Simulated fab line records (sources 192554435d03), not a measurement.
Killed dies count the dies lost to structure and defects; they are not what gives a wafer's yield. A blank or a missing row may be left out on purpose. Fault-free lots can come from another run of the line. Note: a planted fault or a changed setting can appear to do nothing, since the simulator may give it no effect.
fab line records	flow n5_finfet
[record] lots = 10	wafers = 30	last_day = 18
route steps=1938 shown MOL_CONTACT_COAG@528 BEOL_M4@1111 PASSIVATION@1936
lots that met no fault: taken from a fault-free run of the same line
start_h: hours from the record's first day to the start of the lot's first wafer shown	wait_h: time in hours since the lot's previous step	" unchanged from the row above	L1.1+2: several wafers, shown together as one row	- no value, or no start was given	* or withheld: withheld	< > ~ a bound
route shown NAME@n: names a module that has steps shown in the file, with the first one's number in the route	usual: mean and standard deviation over wafers with no fault	same: alike in all rows	chamber/n: place in a boat	sites: each site's reading	_std_site: their standard deviation	_edge_site: the outer-site mean with the inner-site mean subtracted	radius_mm: for every site, how far away it sits from the centre of the wafer	mask NAME#n: copy n	behind: the last tool/chamber to shape the wafer	hold: reason for holding the lot/hours on hold/outcome of the hold	device: the n, p or np transistor that did not switch	end of line: at the end of the route, the tests of the same wafers	a step with no rows: only its recipe	killed: not the wafer's yield, but the dies lost to structure and defects at the first sort	map: a wafer's dies, x killed, . not, _ none there
set.NAME: the setting as run; set.NAME@STEP: as run at that earlier step	model.NAME: the simulator's own value behind a step, which no gauge read
steps of the route over a sample of lots; a table a step, a row a wafer
services: when a tool's chamber went out of use (start_h, in hours from the record's first day, below 0 if earlier), for how many hours, and the reason
[[steps]]
[step N5_MOL_CONTACT_COAG_INSPECT_10]
[recipe] mode = adi	inspect_instrument = brightfield
[usual] raw_defect_count = 76/26
lot.wafer	tool	chamber	start_h	wait_h	raw_defect_count
L728.4	defect_inspect-02	-	86.34	0.0	43
L728.5	"	-	"	"	86
L728.6	"	-	"	"	65
L732.1	defect_inspect-01	-	111.14	0.1	85
L732.2	"	-	"	"	40
L732.4	"	-	"	"	38
L735.2	defect_inspect-01	-	129.95	0.0	30
L735.3	"	-	"	"	39
L735.6	"	-	"	"	48
L741.1	defect_inspect-02	-	170.48	0.1	72
L741.5	"	-	"	"	75
L741.6	"	-	"	"	80
L745.2	defect_inspect-02	-	191.94	0.2	95
L745.3	"	-	"	"	76
L745.5	"	-	"	"	71
L746.1	defect_inspect-02	-	194.96	0.1	38
L746.4	"	-	"	"	50
L746.6	"	-	"	"	79
L748.3	defect_inspect-01	-	210.12	0.0	89
L748.4	"	-	"	"	106
L748.6	"	-	"	"	105
L749.1	defect_inspect-01	-	217.70	0.1	94
L749.5	"	-	"	"	75
L749.6	"	-	"	"	60
L750.1	defect_inspect-01	-	221.21	0.1	146
L750.2	"	-	"	"	68
L750.4	"	-	"	"	132
L751.3	defect_inspect-02	-	228.28	0.0	77
L751.4	"	-	"	"	72
L751.6	"	-	"	"	50
[step N5_MOL_CONTACT_COAG_DESCUM_13]
[recipe] chemistry = O2	time_s = 7	source_power_w = 50	bias_power_w = 20	pressure_mtorr = 20	rf_frequency_hz = 2.712e+07	temp_c = 40	resist = CAR-EUV	o2_flow_sccm = 225
[usual] bias_power_w = 20.01/0.063	drypump_motor_current_A = 5.6/0.56	o2_flow_sccm = 225.0/0.71	oes_product_au = 0.76/0.082	rf_vpp_V = 243.1/1.5	showerhead_plenum_p_Torr = 2.09/0.081	throttle_valve_pct = 20.40/0.27
lot.wafer	tool	chamber	start_h	wait_h	bias_power_w	drypump_motor_current_A	o2_flow_sccm	oes_product_au	rf_hours_counter_h	rf_vpp_V	showerhead_plenum_p_Torr	throttle_valve_pct
L728.4	rie_diel-01	3	86.38	0.0	19.96	5.7	225.3	0.67	233	242.5	2.09	20.57
L728.5	"	3	"	"	20.04	5.7	224.9	0.68	-	243.5	2.09	20.58
L728.6	"	0	"	"	19.90	6.0	224.5	0.72	-	244.5	2.21	20.65
L732.1	rie_diel-03	0	111.38	0.2	20.05	5.2	224.9	0.70	245	240.7	1.96	20.34
L732.2	"	3	"	"	20.03	6.4	225.1	0.77	102	242.3	2.01	20.61
L732.4	"	2	"	"	20.01	4.7	224.2	0.71	-	242.7	2.07	20.46
L735.2	rie_diel-01	0	129.98	0.0	20.12	6.0	225.8	0.70	190	244.9	2.20	20.68
L735.3	"	3	"	"	19.99	5.7	225.2	0.66	251	244.9	2.08	20.60
L735.6	"	3	"	"	20.07	5.7	224.5	0.66	-	243.3	2.08	20.59
L741.1	rie_diel-01	0	170.79	0.3	20.06	6.0	225.5	0.69	208	244.9	2.20	20.67
L741.5	"	0	"	"	20.08	6.0	224.2	0.69	-	244.7	2.20	20.71
L741.6	"	2	"	"	20.09	5.6	224.1	0.93	-	244.4	2.25	20.12
L745.2	rie_diel-03	1	192.03	0.1	20.07	5.4	224.7	0.85	31	242.0	2.05	19.98
L745.3	"	0	"	"	20.10	5.2	225.8	0.89	17	245.3	2.21	20.08
L745.5	"	0	"	"	20.10	5.2	226.7	0.88	-	245.7	2.21	20.06
L746.1	rie_diel-05	3	195.09	0.1	20.06	4.8	225.1	0.71	196	243.2	2.17	20.41
L746.4	"	0	"	"	19.85	5.2	223.9	0.69	191	243.6	2.06	20.05
L746.6	"	3	"	"	20.01	4.8	225.7	0.71	-	243.8	2.17	20.41
L748.3	rie_diel-03	0	210.15	0.0	20.05	5.2	225.2	0.87	24	245.5	2.21	20.07
L748.4	"	3	"	"	19.97	6.4	225.4	0.75	142	242.6	2.00	20.65
L748.6	"	0	"	"	20.11	5.2	226.1	0.87	-	245.9	2.21	20.07
L749.1	rie_diel-05	0	217.73	0.0	19.96	5.2	224.8	0.68	198	241.6	2.06	20.06
L749.5	"	0	"	"	19.88	5.2	225.8	0.68	-	242.9	2.06	20.07
L749.6	"	1	"	"	20.02	5.4	225.9	0.71	-	243.4	2.08	20.67
L750.1	rie_diel-01	1	221.47	0.3	19.88	5.9	226.5	0.70	196	243.1	2.17	20.58
L750.2	"	2	"	"	20.05	5.5	225.1	0.89	31	247.3	2.24	20.16
L750.4	"	3	"	"	19.98	5.7	226.3	0.88	21	242.4	2.07	20.15
L751.3	rie_diel-05	1	228.33	0.0	19.96	5.4	224.8	0.70	-	243.2	2.08	20.67
L751.4	"	2	"	"	19.94	6.2	226.1	0.68	-	241.3	1.98	20.72
L751.6	"	1	"	"	19.99	5.4	225.6	0.70	-	242.1	2.08	20.68
[step N5_MOL_CONTACT_COAG_SPUTTER_143]
[recipe] material = Co	target_thk_a = 25	temp_c = 25	chamber_pressure_pa = 0.2
[usual] chamber_pressure_pa = 0.2000/0.00036	substrate_temp_c = 25.01/0.1	throttle_valve_pct = 30.0/0.86
lot.wafer	tool	chamber	start_h	wait_h	chamber_pressure_pa	substrate_temp_c	throttle_valve_pct
L728.4	pvd_sputter-03	-	90.15	0.0	0.2001	24.92	30.1
L728.5	"	-	"	"	0.2001	24.77	30.1
L728.6	"	-	"	"	0.2004	25.02	31.7
L732.1	pvd_sputter-02	-	115.62	0.0	0.1997	25.14	30.4
L732.2	"	-	"	"	0.2005	24.93	29.9
L732.4	"	-	"	"	0.1995	25.02	29.8
L735.2	pvd_sputter-01	-	132.71	0.0	0.1996	25.16	28.6
L735.3	"	-	"	"	0.2002	25.01	30.2
L735.6	"	-	"	"	0.1999	25.12	30.2
L741.1	pvd_sputter-02	-	174.82	0.0	0.1995	25.03	30.2
L741.5	"	-	"	"	0.1997	24.99	30.3
L741.6	"	-	"	"	0.2003	25.15	29.5
L745.2	pvd_sputter-02	-	194.73	0.0	-	-	-
L745.3	"	-	"	"	-	-	-
L745.5	"	-	"	"	-	-	-
L746.1	pvd_sputter-01	-	196.86	0.0	-	-	-
L746.4	"	-	"	"	-	-	-
L746.6	"	-	"	"	-	-	-
L748.3	pvd_sputter-01	-	213.26	0.0	0.2004	24.88	29.1
L748.4	"	-	"	"	0.2004	25.02	30.8
L748.6	"	-	"	"	0.2001	25.08	29.9
L749.1	pvd_sputter-02	-	221.26	0.0	0.1998	24.94	30.0
L749.5	"	-	"	"	0.1994	25.29	29.8
L749.6	"	-	"	"	0.1999	24.90	30.3
L750.1	pvd_sputter-03	-	224.58	0.0	0.2003	24.68	31.6
L750.2	"	-	"	"	0.2006	25.02	29.4
L750.4	"	-	"	"	0.1997	25.01	30.0
L751.3	pvd_sputter-01	-	230.57	0.0	0.2000	24.88	30.4
L751.4	"	-	"	"	0.1996	25.02	28.7
L751.6	"	-	"	"	0.2004	25.17	30.0
[step N5_MOL_CONTACT_COAG_PRE_CLEAN_142]
[recipe] gas = H2/He	time_s = 60	temp_c = 300
[usual] heater_power_w = 511/47
lot.wafer	tool	chamber	start_h	wait_h	heater_power_w
L728.4	pvd_sputter-03	-	92.93	1.4	464
L728.5	"	-	"	"	527
L728.6	"	-	"	"	459
L732.1	pvd_sputter-02	-	119.40	2.4	422
L732.2	"	-	"	"	509
L732.4	"	-	"	"	512
L735.2	pvd_sputter-01	-	138.14	4.4	509
L735.3	"	-	"	"	565
L735.6	"	-	"	"	582
L741.1	pvd_sputter-03	-	180.46	4.7	455
L741.5	"	-	"	"	505
L741.6	"	-	"	"	463
L745.2	pvd_sputter-01	-	196.52	0.6	569
L745.3	"	-	"	"	487
L745.5	"	-	"	"	571
L746.1	pvd_sputter-01	-	199.94	2.2	506
L746.4	"	-	"	"	593
L746.6	"	-	"	"	568
L748.3	pvd_sputter-03	-	217.10	2.7	456
L748.4	"	-	"	"	549
L748.6	"	-	"	"	520
L749.1	pvd_sputter-01	-	224.49	2.4	593
L749.5	"	-	"	"	507
L749.6	"	-	"	"	481
L750.1	pvd_sputter-01	-	226.93	1.5	577
L750.2	"	-	"	"	483
L750.4	"	-	"	"	508
L751.3	pvd_sputter-02	-	233.88	2.1	511
L751.4	"	-	"	"	507
L751.6	"	-	"	"	560
[step N5_BEOL_M4_RC_MEAS_101]
[usual] DIBL_N = 37.0/2.3	DIBL_P = 37.3/2.8	IOFF_N = 0.17/0.046	IOFF_P = 0.23/0.054	ION_N = 675/14	ION_P = 460/9.3	SS_N = 71.7/0.73	SS_P = 73.6/0.95	VT_N = 249/3.9	VT_P = -250/3.9
lot.wafer	tool	chamber	start_h	wait_h	DIBL_N[mV/V]	DIBL_P[mV/V]	IOFF_N[nA/um]	IOFF_P[nA/um]	ION_N[uA/um]	ION_P[uA/um]	SS_N[mV/dec]	SS_P[mV/dec]	VT_N[mV]	VT_P[mV]
L728.4	prober-02	0	167.30	0.5	40.3	40.9	0.23	0.31	680	471	72.2	74.8	243	-246
L728.5	"	0	"	"	37.1	35.4	0.15	0.21	676	464	71.3	73.7	251	-251
L728.6	"	0	"	"	43.8	44.8	0.36	0.42	712	478	73.7	76.2	240	-243
L732.1	prober-01	0	193.90	0.0	36.7	38.7	0.17	0.26	681	475	70.8	74.1	248	-247
L732.2	"	0	"	"	36.7	36.8	0.16	0.21	671	459	71.5	72.5	251	-251
L732.4	"	0	"	"	36.5	38.3	0.16	0.25	679	473	71.2	73.6	251	-247
L735.2	prober-01	0	209.41	0.2	38.8	39.2	0.20	0.20	683	455	72.3	74.2	248	-256
L735.3	"	0	"	"	38.9	40.6	0.21	0.22	690	460	72.4	74.7	246	-253
L735.6	"	0	"	"	37.1	38.9	0.19	0.21	679	456	71.8	74.2	247	-255
L741.1	prober-02	0	250.89	0.0	36.1	38.2	0.19	0.28	668	459	71.0	74.4	243	-245
L741.5	"	0	"	"	33.9	34.1	0.14	0.21	673	458	70.5	72.7	251	-250
L741.6	"	0	"	"	37.1	38.5	0.23	0.30	694	469	71.8	74.5	241	-245
L746.1	prober-01	0	286.71	0.0	32.3	33.6	0.11	0.14	657	445	71.2	72.2	256	-257
L745.5	prober-02	0	286.81	0.6	37.3	35.0	0.16	0.18	666	448	72.1	73.3	250	-253
L748.3	prober-01	0	302.09	0.3	38.3	39.4	0.20	0.24	673	456	71.8	73.6	247	-251
L748.4	"	0	"	"	36.8	38.0	0.17	0.21	671	455	72.3	72.9	250	-252
L748.6	"	0	"	"	37.2	38.0	0.18	0.22	666	455	71.8	73.7	248	-250
L749.1	prober-01	0	308.46	0.0	37.8	36.6	0.16	0.20	677	459	71.3	73.3	250	-256
L749.5	"	0	"	"	38.4	36.6	0.16	0.21	656	444	71.8	72.9	253	-252
L749.6	"	0	"	"	40.4	38.7	0.22	0.24	668	451	72.2	73.2	247	-253
L751.3	prober-01	0	318.13	0.3	37.3	38.5	0.16	0.18	675	450	72.0	74.2	252	-257
L751.4	"	0	"	"	37.0	38.7	0.17	0.18	675	449	71.9	73.9	251	-256
L751.6	"	0	"	"	33.1	34.3	0.10	0.13	656	445	70.3	72.1	256	-258
L750.1	prober-02	0	319.71	0.0	37.7	38.9	0.19	0.28	670	460	72.9	73.9	249	-247
L750.2	"	0	"	"	40.0	40.9	0.24	0.30	696	474	73.1	74.6	244	-245
L750.4	"	0	"	"	35.8	37.0	0.15	0.23	677	471	71.6	73.2	250	-248
[step N5_PASSIVATION_PROBE_49]
[usual] defect_limited_yield = 91.5/1.3	killed_at_M0_to_M3 = 36/10	killed_at_M4_up = 13/4.7	killed_at_contacts = 13/6.7	killed_at_front_end = 37/9.7	killed_at_other = 2.6/2.3	killed_dies = 101/15	killed_on_rim = 14/4.3	killed_open = 67/12	killed_short = 32/6.7	sort_bin_4_leakage = 0.0/0.31	sort_bin_5_function = 5.0/0.89	sort_bin_6_memory = 3.2/0.63	sort_bin_8_speed = 0.01/0.03	sort_n_pass = 1079/16	sort_yield_pct = 91.4/1.4
[same] gross_dies = 1180	killed_at_back_side = 0
lot.wafer	tool	chamber	start_h	wait_h	defect_limited_yield[%]	killed_at_M0_to_M3	killed_at_M4_up	killed_at_contacts	killed_at_front_end	killed_at_other	killed_dies	killed_on_rim	killed_open	killed_short	sort_bin_4_leakage[%]	sort_bin_5_function[%]	sort_bin_6_memory[%]	sort_bin_8_speed[%]	sort_n_pass	sort_yield_pct[%]
L728.4	prober-02	-	285.78	0.2	88.9	56	13	15	44	3	131	13	85	44	0	6.0	4.7	0	1049	88.9
L728.5	prober-02	-	285.83	0.3	90.4	51	18	9	34	1	113	11	73	32	0	5.1	3.6	0	1067	90.4
L728.6	prober-02	-	285.88	0.3	90.3	37	11	16	50	0	114	10	85	25	3.6	6.3	3.3	0	1023	86.7
L732.1	prober-01	-	312.98	0.0	91.9	28	8	17	37	5	95	13	70	25	0	4.7	3.3	0	1085	91.9
L732.2	prober-01	-	313.03	0.1	92.7	27	9	15	30	5	86	13	57	25	0	4.2	2.7	0	1094	92.7
L732.4	prober-01	-	313.13	0.2	93.1	30	17	8	25	2	82	13	54	26	0	4.2	2.7	0	1098	93.1
L735.2	prober-01	-	320.39	0.1	93.3	30	8	10	29	2	79	7	56	23	0	4.1	2.5	0	1101	93.3
L735.3	prober-01	-	320.44	0.1	91.0	29	12	17	47	1	106	25	56	44	0	4.7	3.4	0	1074	91.0
L735.6	prober-01	-	320.59	0.3	91.5	22	9	23	43	3	100	13	65	35	0	4.9	3.5	0	1080	91.5
L741.1	prober-02	-	368.33	0.0	94.5	23	10	9	17	6	65	5	44	20	0	3.1	2.2	0	1115	94.5
L741.5	prober-02	-	368.53	0.2	93.3	24	9	15	27	4	79	7	50	26	0	3.2	3.0	0	1101	93.3
L741.6	prober-02	-	368.58	0.3	90.8	53	8	6	38	3	108	18	71	35	0	4.2	4.3	0	1072	90.8
L745.2	prober-02	-	398.03	0.1	40.2	39	12	608	45	2	706	86	64	35	0	56.4	3.0	0.17	472	40.0
L745.3	prober-02	-	398.08	0.1	41.6	43	6	598	39	3	689	78	70	24	0	56.0	2.3	0	491	41.6
L745.5	prober-02	-	398.18	0.2	43.1	33	10	599	28	1	671	77	60	25	0	53.8	3.0	0	509	43.1
L746.1	prober-02	-	402.38	0.0	44.7	28	14	582	26	2	652	147	68	16	0	52.1	3.1	0	528	44.7
L746.4	prober-02	-	402.53	0.2	42.9	28	15	591	37	3	674	147	50	27	0	54.2	2.3	0	506	42.9
L746.6	prober-02	-	402.63	0.3	42.5	34	9	599	37	0	679	148	56	29	0	53.8	3.0	0	501	42.5
L748.3	prober-02	-	404.47	0.1	90.6	32	18	17	44	0	111	19	76	33	0	4.9	4.3	0	1069	90.6
L748.4	prober-02	-	404.52	0.2	94.2	14	7	8	35	4	68	14	42	24	0	3.6	2.0	0	1112	94.2
L748.6	prober-02	-	404.62	0.3	92.1	30	13	13	36	1	93	7	60	30	0	4.4	3.3	0	1087	92.1
L749.1	prober-02	-	415.81	0.0	90.6	24	8	13	65	1	111	15	82	28	0	5.5	3.5	0	1069	90.6
L749.5	prober-02	-	416.01	0.2	90.5	30	12	11	50	9	112	16	77	33	0	5.7	3.3	0	1068	90.5
L749.6	prober-02	-	416.06	0.3	91.9	33	15	18	26	4	96	12	64	29	0	4.0	3.9	0	1084	91.9
L751.3	prober-02	-	437.87	1.0	89.3	45	12	22	47	0	126	20	88	34	0	6.4	3.7	0	1054	89.3
L751.4	prober-02	-	437.92	1.1	90.0	46	12	18	41	1	118	14	73	39	0	5.5	3.6	0	1062	90.0
L751.6	prober-02	-	438.02	1.2	92.1	44	10	9	28	2	93	10	66	26	0	4.6	3.1	0	1087	92.1
L750.1	prober-02	-	439.10	0.0	89.9	31	11	22	49	6	119	14	89	29	0	6.6	3.1	0	1061	89.9
L750.2	prober-02	-	439.15	0.1	89.0	50	9	19	50	2	130	22	93	34	0	6.0	4.7	0	1050	89.0
L750.4	prober-02	-	439.25	0.2	90.3	34	16	25	35	5	115	12	82	30	0	5.4	3.8	0.08	1065	90.3
// killed by level:class
L728.4 MOL_CONTACT_COAG:geometric_particle:open=11 BEOL_M1:geometric_particle:open=11 BEOL_M2:geometric_particle:open=11 FIN_SAQP:geometric_particle:open=8 STI_FIN_REVEAL:geometric_particle:open=8 BEOL_M3:geometric_particle:open=8 FIN_SAQP:geometric_particle:short=7 BEOL_M2:geometric_particle:short=7
L728.5 BEOL_M1:geometric_particle:open=14 MOL_CONTACT_COAG:geometric_particle:open=9 STI_FIN_REVEAL:geometric_particle:open=8 BEOL_M0_SAQP:geometric_particle:short=8 BEOL_M0_SAQP:geometric_particle:open=7 FIN_SAQP:geometric_particle:open=6 BEOL_M2:geometric_particle:open=6 HKMG_FIN:area_etch=6
L728.6 STI_FIN_REVEAL:geometric_particle:open=13 MOL_CONTACT_COAG:geometric_particle:open=13 FIN_SAQP:geometric_particle:short=10 BEOL_M2:geometric_particle:open=10 FIN_SAQP:geometric_particle:open=8 BEOL_M1:geometric_particle:open=7 BEOL_M3:geometric_particle:open=7 BEOL_M0_SAQP:geometric_particle:short=6
L732.1 MOL_CONTACT_COAG:geometric_particle:open=14 STI_FIN_REVEAL:geometric_particle:open=10 BEOL_M3:geometric_particle:open=9 BEOL_M0_SAQP:geometric_particle:open=5 BEOL_M1:geometric_particle:open=5 FIN_SAQP:geometric_particle:open=4 STARTING-WAFER:geometric_particle:short=4 DUMMY_GATE:geometric_particle:open=3
L732.2 MOL_CONTACT_COAG:geometric_particle:open=11 FIN_SAQP:geometric_particle:open=8 BEOL_M1:geometric_particle:open=7 BEOL_M3:geometric_particle:open=7 FIN_SAQP:geometric_particle:short=5 STI_FIN_REVEAL:geometric_particle:open=5 MOL_CONTACT_COAG:geometric_particle:short=4 BEOL_M4:geometric_particle:open=4
L732.4 BEOL_M1:geometric_particle:open=10 MOL_CONTACT_COAG:geometric_particle:open=7 BEOL_M3:geometric_particle:open=7 BEOL_M4:geometric_particle:open=6 FIN_SAQP:geometric_particle:short=5 GATE_CUT:geometric_particle:short=5 BEOL_M2:geometric_particle:open=5 BEOL_M5:geometric_particle:open=5
L735.2 BEOL_M1:geometric_particle:open=10 FIN_SAQP:geometric_particle:open=8 MOL_CONTACT_COAG:geometric_particle:open=8 BEOL_M0_SAQP:geometric_particle:short=7 STI_FIN_REVEAL:geometric_particle:open=5 ILD0:geometric_particle:short=4 BEOL_M0_SAQP:geometric_particle:open=4 DUMMY_GATE:geometric_particle:open=3
L735.3 BEOL_M3:geometric_particle:open=12 MOL_CONTACT_COAG:geometric_particle:short=10 FIN_SAQP:geometric_particle:open=8 FIN_SAQP:geometric_particle:short=8 GATE_CUT:geometric_particle:short=8 MOL_CONTACT_COAG:geometric_particle:open=7 HKMG_FIN:area_etch=6 BEOL_M0_SAQP:geometric_particle:short=4
L735.6 MOL_CONTACT_COAG:geometric_particle:open=18 ILD0:geometric_particle:short=9 BEOL_M3:geometric_particle:open=9 STI_FIN_REVEAL:geometric_particle:open=6 FIN_SAQP:geometric_particle:open=5 GATE_CUT:geometric_particle:short=5 GATE_CUT:geometric_particle:open=5 MOL_CONTACT_COAG:geometric_particle:short=5
L741.1 MOL_CONTACT_COAG:geometric_particle:open=7 BEOL_M1:geometric_particle:open=6 FIN_SAQP:geometric_particle:open=4 GATE_CUT:geometric_particle:short=4 BEOL_M3:geometric_particle:open=4 FIN_SAQP:geometric_particle:short=3 BEOL_M0:geometric_particle:open=3 BEOL_M2:geometric_particle:open=3
L741.5 MOL_CONTACT_COAG:geometric_particle:open=13 FIN_SAQP:geometric_particle:short=6 BEOL_M3:geometric_particle:open=5 FIN_CUT:geometric_particle:short=4 FIN_SAQP:geometric_particle:open=3 STI_FIN_REVEAL:geometric_particle:open=3 BEOL_M0_SAQP:geometric_particle:open=3 BEOL_M0:geometric_particle:short=3
L741.6 BEOL_M2:geometric_particle:open=14 BEOL_M3:geometric_particle:open=10 GATE_CUT:geometric_particle:open=7 BEOL_M0_SAQP:geometric_particle:short=6 BEOL_M0_SAQP:geometric_particle:open=6 BEOL_M2:geometric_particle:short=6 DUMMY_GATE:geometric_particle:open=5 MOL_CONTACT_COAG:geometric_particle:open=5
L745.2 MOL_CONTACT_COAG:area_sputter=606 DUMMY_GATE:geometric_particle:open=8 STI_FIN_REVEAL:geometric_particle:open=7 BEOL_M0_SAQP:geometric_particle:short=7 BEOL_M2:geometric_particle:open=7 GATE_CUT:geometric_particle:short=6 BEOL_M3:geometric_particle:open=6 BEOL_M1:geometric_particle:open=6
L745.3 MOL_CONTACT_COAG:area_sputter=593 BEOL_M3:geometric_particle:open=13 FIN_SAQP:geometric_particle:open=10 GATE_CUT:geometric_particle:short=9 BEOL_M1:geometric_particle:open=8 DUMMY_GATE:geometric_particle:open=7 MOL_CONTACT_COAG:geometric_particle:open=5 BEOL_M2:geometric_particle:open=5
L745.5 MOL_CONTACT_COAG:area_sputter=586 MOL_CONTACT_COAG:geometric_particle:open=10 BEOL_M2:geometric_particle:open=8 FIN_SAQP:geometric_particle:open=5 FIN_SAQP:geometric_particle:short=5 BEOL_M0_SAQP:geometric_particle:open=5 BEOL_M1:geometric_particle:open=5 DUMMY_GATE:geometric_particle:open=4
L746.1 MOL_CONTACT_COAG:area_sputter=567 MOL_CONTACT_COAG:geometric_particle:open=15 BEOL_M1:geometric_particle:open=11 STI_FIN_REVEAL:geometric_particle:open=8 BEOL_M0_SAQP:geometric_particle:open=8 BEOL_M4:geometric_particle:open=7 FIN_SAQP:geometric_particle:open=6 BEOL_M0_SAQP:geometric_particle:short=4
L746.4 MOL_CONTACT_COAG:area_sputter=589 BEOL_M0:geometric_particle:open=8 FIN_SAQP:geometric_particle:open=6 DUMMY_GATE:geometric_particle:open=6 BEOL_M1:geometric_particle:open=6 BEOL_M4:geometric_particle:open=6 HKMG_FIN:area_etch=6 BEOL_M0_SAQP:geometric_particle:short=5
L746.6 MOL_CONTACT_COAG:area_sputter=589 BEOL_M3:geometric_particle:open=13 FIN_SAQP:geometric_particle:open=9 MOL_CONTACT_COAG:geometric_particle:open=7 BEOL_M2:geometric_particle:open=7 FIN_SAQP:geometric_particle:short=6 STI_FIN_REVEAL:geometric_particle:open=5 BEOL_M1:geometric_particle:open=5
L748.3 BEOL_M2:geometric_particle:open=13 MOL_CONTACT_COAG:geometric_particle:open=12 STI_FIN_REVEAL:geometric_particle:open=11 BEOL_M0_SAQP:geometric_particle:open=6 BEOL_M4:geometric_particle:open=6 DUMMY_GATE:geometric_particle:open=5 MOL_CONTACT_COAG:geometric_particle:short=5 STARTING-WAFER:geometric_particle:open=5
L748.4 FIN_SAQP:geometric_particle:short=8 GATE_CUT:geometric_particle:short=7 STI_FIN_REVEAL:geometric_particle:open=6 BEOL_M2:geometric_particle:open=6 MOL_CONTACT_COAG:geometric_particle:open=5 FIN_SAQP:geometric_particle:open=3 MOL_CONTACT_COAG:geometric_particle:short=3 BEOL_M1:geometric_particle:open=3
L748.6 MOL_CONTACT_COAG:geometric_particle:open=12 FIN_SAQP:geometric_particle:short=8 FIN_SAQP:geometric_particle:open=7 BEOL_M0_SAQP:geometric_particle:open=7 DUMMY_GATE:geometric_particle:open=6 BEOL_M3:geometric_particle:open=5 BEOL_M4:geometric_particle:open=5 BEOL_M0_SAQP:geometric_particle:short=4
L749.1 STI_FIN_REVEAL:geometric_particle:open=31 MOL_CONTACT_COAG:geometric_particle:open=12 DUMMY_GATE:geometric_particle:open=9 FIN_SAQP:geometric_particle:open=7 BEOL_M1:geometric_particle:short=6 STI_FIN_REVEAL:geometric_particle:short=5 FIN_SAQP:geometric_particle:short=4 BEOL_M1:geometric_particle:open=4
L749.5 STI_FIN_REVEAL:geometric_particle:open=20 BEOL_M1:geometric_particle:open=9 MOL_CONTACT_COAG:geometric_particle:open=8 FIN_SAQP:geometric_particle:short=7 BEOL_M3:geometric_particle:open=6 BEOL_M1:geometric_particle:short=5 FIN_SAQP:geometric_particle:open=4 BEOL_M2:geometric_particle:open=4
L749.6 MOL_CONTACT_COAG:geometric_particle:open=13 BEOL_M4:geometric_particle:open=10 BEOL_M0_SAQP:geometric_particle:short=8 FIN_SAQP:geometric_particle:open=6 BEOL_M1:geometric_particle:open=6 BEOL_M3:geometric_particle:open=5 BEOL_M0_SAQP:geometric_particle:open=5 MOL_CONTACT_COAG:geometric_particle:short=4
L751.3 MOL_CONTACT_COAG:geometric_particle:open=18 FIN_SAQP:geometric_particle:open=15 BEOL_M2:geometric_particle:open=10 STI_FIN_REVEAL:geometric_particle:open=7 BEOL_M0_SAQP:geometric_particle:open=7 BEOL_M0_SAQP:geometric_particle:short=7 BEOL_M1:geometric_particle:short=6 GATE_CUT:geometric_particle:short=5
L751.4 MOL_CONTACT_COAG:geometric_particle:open=12 BEOL_M0_SAQP:geometric_particle:short=12 FIN_SAQP:geometric_particle:open=10 STI_FIN_REVEAL:geometric_particle:open=8 BEOL_M1:geometric_particle:open=8 FIN_SAQP:geometric_particle:short=7 BEOL_M0_SAQP:geometric_particle:open=7 MOL_CONTACT_COAG:geometric_particle:short=6
L751.6 BEOL_M0_SAQP:geometric_particle:open=11 BEOL_M3:geometric_particle:open=9 BEOL_M1:geometric_particle:open=8 STI_FIN_REVEAL:geometric_particle:open=6 MOL_CONTACT_COAG:geometric_particle:open=5 BEOL_M2:geometric_particle:open=5 MOL_CONTACT_COAG:geometric_particle:short=4 BEOL_M0_SAQP:geometric_particle:short=4
L750.1 MOL_CONTACT_COAG:geometric_particle:open=19 FIN_SAQP:geometric_particle:open=16 BEOL_M1:geometric_particle:open=9 FIN_SAQP:geometric_particle:short=7 STI_FIN_REVEAL:geometric_particle:open=6 GATE_CUT:geometric_particle:short=6 BEOL_M0_SAQP:geometric_particle:open=6 BEOL_M2:geometric_particle:open=5
L750.2 FIN_SAQP:geometric_particle:open=19 BEOL_M1:geometric_particle:open=19 MOL_CONTACT_COAG:geometric_particle:open=16 FIN_SAQP:geometric_particle:short=8 BEOL_M0_SAQP:geometric_particle:open=8 BEOL_M1:geometric_particle:short=8 DUMMY_GATE:geometric_particle:open=6 STI_FIN_REVEAL:geometric_particle:open=5
L750.4 MOL_CONTACT_COAG:geometric_particle:open=19 STI_FIN_REVEAL:geometric_particle:open=9 BEOL_M0_SAQP:geometric_particle:open=7 BEOL_M0_SAQP:geometric_particle:short=7 MOL_CONTACT_COAG:geometric_particle:short=6 BEOL_M2:geometric_particle:open=6 BEOL_M5:geometric_particle:open=6 FIN_SAQP:geometric_particle:open=4
[[services]]
tool	chamber	start_h	hours	kind
rie_diel-03	2	62.77	34.7	repair
rie_diel-05	-	71.97	0.2	repair
rie_diel-01	2	91.24	11.0	repair
rie_diel-05	1	93.44	4.1	repair
rie_diel-03	1	97.59	-	clean
rie_diel-03	1	97.59	-	consumable_replace:focus_ring
rie_diel-03	1	97.59	16.3	scheduled_down
rie_diel-03	1	97.59	16.3	vent_cycle
rie_diel-01	2	119.57	-	clean
rie_diel-01	2	119.57	-	consumable_replace:focus_ring
rie_diel-01	2	119.57	-	consumable_replace:showerhead
rie_diel-01	2	119.57	18.6	scheduled_down
rie_diel-01	2	119.57	18.6	vent_cycle
rie_diel-03	0	123.05	-	clean
rie_diel-03	0	123.05	-	consumable_replace:focus_ring
rie_diel-03	0	123.05	-	consumable_replace:showerhead
rie_diel-03	0	123.05	20.3	scheduled_down
rie_diel-01	3	138.40	-	clean
rie_diel-01	3	138.40	-	consumable_replace:focus_ring
rie_diel-01	3	138.40	15.9	scheduled_down
rie_diel-01	3	138.40	15.9	vent_cycle
pvd_sputter-03	-	155.67	1.6	repair
pvd_sputter-01	-	176.49	2.6	repair
rie_diel-05	3	226.98	4.9	repair
[[key]]
[first_sign] step = N5_MOL_CONTACT_COAG_SPUTTER_143	reading = tool_record	direction = missing
[effect] step = N5_PASSIVATION_PROBE_49	reading = killed_at_contacts	direction = up	sigmas = 87	usual = 13	struck = 596
[more_kills_born_at] N5_MOL_CONTACT_COAG_SPUTTER_143@pvd_sputter-02 = 1785	N5_MOL_CONTACT_COAG_SPUTTER_143@pvd_sputter-01 = 1745
met_at N5_MOL_CONTACT_COAG_SPUTTER_143
struck_lots L745,L746
later_rows_left_out L745.2,L745.3,L746.4,L746.6
not_acting_at N5_MOL_CONTACT_COAG_INSPECT_10,N5_MOL_CONTACT_COAG_DESCUM_13,N5_MOL_CONTACT_COAG_PRE_CLEAN_142
onset_between 174.82 194.73
[fault] kind = skipped_step_whole	tool = pvd_sputter-01,pvd_sputter-02	chamber = -	onset_h = 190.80	steps = N5_MOL_CONTACT_COAG_SPUTTER_143	scope = struck_lots_only
// later_rows_left_out: the simulator's readings of these wafers behind a module that went badly wrong aren't trusted and aren't shown, but for the sort
